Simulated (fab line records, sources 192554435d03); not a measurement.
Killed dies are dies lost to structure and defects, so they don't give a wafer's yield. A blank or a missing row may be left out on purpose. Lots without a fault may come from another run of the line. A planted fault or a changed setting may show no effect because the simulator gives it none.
Split-lot experiment | flow n5_finfet | 7 lots, 39 wafers read, on a route of 1938 steps

THE SPLIT
At N5_GATE_CUT_DESCUM_18 (chemistry O2, time 7 s), the setting time_s was moved away from the recipe's 7 s on 18 of the 39 wafers read, by -57.2% to +56.0%. The other wafers ran this setting at the recipe's value.

FROM THE SPLIT TO THE READING: what the file shows between them, 1 step
- N5_GATE_CUT_ETCH_28: etches underlayer in N2/H2, target depth 13 nm, time 10.4 s

THE READING
CAR-EUV_of_GATE_CUT_COAT_07.thk_nm (the simulator's own value, which no gauge read), in nm, at N5_GATE_CUT_ETCH_36 (etches SiARC in CF4, target depth 13 nm, time 21.7 s). The file gives no usual value for it. The 21 wafers here that ran the recipe average 7.0 nm, standard deviation 0.11 nm.

wafer  | tool, chamber at the split | time_s as run, s | against the recipe | CAR-EUV_of_GATE_CUT_COAT_07.thk_nm, nm | against lot-mates on the recipe
L079.1 | rie_diel-06, 1             | 7                | recipe             | 6.8                                    | -
L079.6 | rie_diel-06, 1             | 7                | recipe             | 6.8                                    | -
L079.2 | rie_diel-06, 0             | 3.532            | -49.5%             | 8.8                                    | +1.9
L079.3 | rie_diel-06, 3             | 3.532            | -49.5%             | 8.6                                    | +1.7
L079.4 | rie_diel-06, 2             | 3.532            | -49.5%             | 8.6                                    | +1.7
L079.5 | rie_diel-06, 0             | 7                | recipe             | 7                                      | -
L080.1 | rie_diel-04, 2,3           | 7                | recipe             | 7                                      | -
L080.2 | rie_diel-04, 1             | 7                | recipe             | 7                                      | -
L080.6 | rie_diel-04, 2,3           | 7                | recipe             | 7                                      | -
L080.3 | rie_diel-04, 3,2           | 9.013            | +28.8%             | 6                                      | -1.0
L080.4 | rie_diel-04, 1             | 9.013            | +28.8%             | 6                                      | -1.0
L080.5 | rie_diel-04, 3,2           | 9.013            | +28.8%             | 6                                      | -1.0
L082.3 | rie_diel-02, 0             | 7                | recipe             | 7                                      | -
L082.5 | rie_diel-02, 2,0           | 7                | recipe             | 7                                      | -
L082.4 | rie_diel-02, 2,0           | 7                | recipe             | 6.8                                    | -
L083.1 | rie_diel-06, 2,3           | 3.218            | -54.0%             | 9                                      | +1.9
L083.2 | rie_diel-06, 2,3           | 3.218            | -54.0%             | 9                                      | +1.9
L083.3 | rie_diel-06, 1             | 7                | recipe             | 7                                      | -
L083.5 | rie_diel-06, 0             | 7                | recipe             | 7                                      | -
L083.4 | rie_diel-06, 0             | 7                | recipe             | 7.2                                    | -
L083.6 | rie_diel-06, 1             | 3.218            | -54.0%             | 8.8                                    | +1.7
L087.1 | rie_diel-04, 1             | 7                | recipe             | 7                                      | -
L087.4 | rie_diel-04, 0,1           | 7                | recipe             | 7                                      | -
L087.5 | rie_diel-04, 0,1           | 7                | recipe             | 7                                      | -
L087.2 | rie_diel-04, 3             | 2.997            | -57.2%             | 8.8                                    | +1.8
L087.3 | rie_diel-04, 2             | 2.997            | -57.2%             | 8.8                                    | +1.8
L087.6 | rie_diel-04, 2             | 2.997            | -57.2%             | 9                                      | +2.0
L090.1 | rie_diel-04, 0             | 3.193            | -54.4%             | 8.8                                    | +1.9
L090.3 | rie_diel-04, 2,1           | 3.193            | -54.4%             | 8.8                                    | +1.9
L090.5 | rie_diel-04, 2,1           | 3.193            | -54.4%             | 8.8                                    | +1.9
L090.2 | rie_diel-04, 3             | 7                | recipe             | 6.8                                    | -
L090.6 | rie_diel-04, 0             | 7                | recipe             | 6.8                                    | -
L090.4 | rie_diel-04, 1             | 7                | recipe             | 7                                      | -
L092.1 | rie_diel-02, 0,2           | 7                | recipe             | 7                                      | -
L092.2 | rie_diel-02, 1             | 7                | recipe             | 7                                      | -
L092.3 | rie_diel-02, 0,2           | 7                | recipe             | 6.8                                    | -
L092.4 | rie_diel-02, 3             | 10.92            | +56.0%             | 5                                      | -1.9
L092.5 | rie_diel-02, 2,1           | 10.92            | +56.0%             | 5                                      | -1.9
L092.6 | rie_diel-02, 2,1           | 10.92            | +56.0%             | 5                                      | -1.9
Where a row lists several chambers, the file gives one row for several wafers and doesn't say which wafer went through which chamber.

THE FIT
A straight line over all 39 wafers: CAR-EUV_of_GATE_CUT_COAT_07.thk_nm changes by -0.0346 nm for each +1% of time_s; r = -1.00; the points scatter about the line by 0.1 nm.
The same after taking each lot's own level away (the mean of its wafers on the recipe; 39 wafers): -0.0346 nm for each +1%; r = -1.00; scatter 0.087 nm.
On that fit, the largest move of time_s shifts the reading by 2 nm.
The lots' own levels span 6.87 to 7.07 nm, that is 1.9 times the standard deviation above.
So the lot-to-lot level changes the slope little: the two slopes agree.
Check: with one of the wafers moved furthest among these (-57.2%) left out of the fit, the line predicts +2 nm for it against its lot-mates. It came out at +1.8 nm against them.

OTHER SPLITS ON THESE WAFERS
These wafers also went through other splits before the reading. Each is held against what the fit with the lots' levels taken away leaves over:
other split on the same wafers | wafers away from the commonest value | r with CAR-EUV_of_GATE_CUT_COAT_07.thk_nm (lot level and that fit taken away)
N5_SD_EPI_N_DESCUM_14 time_s   | 12                                   | -0.01

THE WHOLE CHAIN: every reading that the file lists as answering this split, in the file's order
step                  | what it does                                         | reading                                                                             | change (the file's fit)                | r (the file's)
N5_GATE_CUT_DESCUM_18 | chemistry O2, time 7 s                               | CAR-EUV_of_GATE_CUT_COAT_07.thk_nm (the simulator's own value, which no gauge read) | -0.034 nm for each +1% of the setting  | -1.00
N5_GATE_CUT_DESCUM_18 | chemistry O2, time 7 s                               | GATE_CUT.cd_nm (the simulator's own value, which no gauge read)                     | +0.0101 nm for each +1% of the setting | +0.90
N5_GATE_CUT_ETCH_36   | etches SiARC in CF4, target depth 13 nm, time 21.7 s | CAR-EUV_of_GATE_CUT_COAT_07.thk_nm (the simulator's own value, which no gauge read) | -0.0346 nm for each +1% of the setting | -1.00

THE FILE'S OWN FIT
CAR-EUV_of_GATE_CUT_COAT_07.thk_nm changes by -0.0346 nm for each +1% of time_s, r = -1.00.
